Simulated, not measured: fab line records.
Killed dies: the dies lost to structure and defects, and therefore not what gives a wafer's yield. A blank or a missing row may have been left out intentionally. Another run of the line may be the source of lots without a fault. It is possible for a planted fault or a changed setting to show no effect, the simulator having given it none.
Chamber matching | flow n5 finfet | rie si-01 running N5_FIN_SAQP_MANDREL_ETCH_22: 4 sister chambers
The step etches a-Si in HBr/Cl2, stops on SiNx, target depth 60 nm, bt time 10 s, time 30 s. 4 wafers are shown with their chamber, then 12 later ones without.

## WAFERS PAIRED WITH THEIR CHAMBERS
wafer  | chamber | throttle valve pct (%)
L089.6 | 0       | 34.87
L090.2 | 1       | 35.66
L090.5 | 3       | 35.40
L090.6 | 2       | 35.43

## WAFERS WHOSE CHAMBER IS MISSING
wafer  | throttle valve pct (%)
L091.2 | 34.87
L091.5 | 35.43
L091.6 | 35.64
L092.1 | 35.44
L092.4 | 34.89
L092.6 | 35.65
L094.1 | 35.66
L094.2 | 35.42
L094.6 | 35.62
L097.1 | 35.46
L097.2 | 35.44
L097.5 | 35.43

## WHICH CHAMBER EACH WENT THROUGH
wafer  | from the rows above     | in truth
L091.2 | 0                       | 0
L091.5 | can't be placed: 2 or 3 | 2
L091.6 | 1                       | 1
L092.1 | can't be placed: 2 or 3 | 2
L092.4 | 0                       | 0
L092.6 | 1                       | 1
L094.1 | 1                       | 1
L094.2 | can't be placed: 2 or 3 | 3
L094.6 | 1                       | 1
L097.1 | can't be placed: 2 or 3 | 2
L097.2 | can't be placed: 2 or 3 | 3
L097.5 | can't be placed: 2 or 3 | 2
Correct placement for 6 of the 12. Cannot be placed on the basis of these rows: 6; the candidates contain the true chamber in 6. Wrongly placed: 0.
How it was worked out, from the rows above alone: a wafer's distance from a chamber is the root of the sum, over the readings, of the square of ((its reading less the chamber's mean) divided by the reading's scatter). The wafer belongs to the nearest chamber; if the next one is less than 2 further off, it can't be placed. The mean given for a chamber averages the wafers shown for that chamber. The scatter (one wafer shown for each chamber): square how far every hidden wafer sits from the nearest shown wafer, average those squares and take the square root.
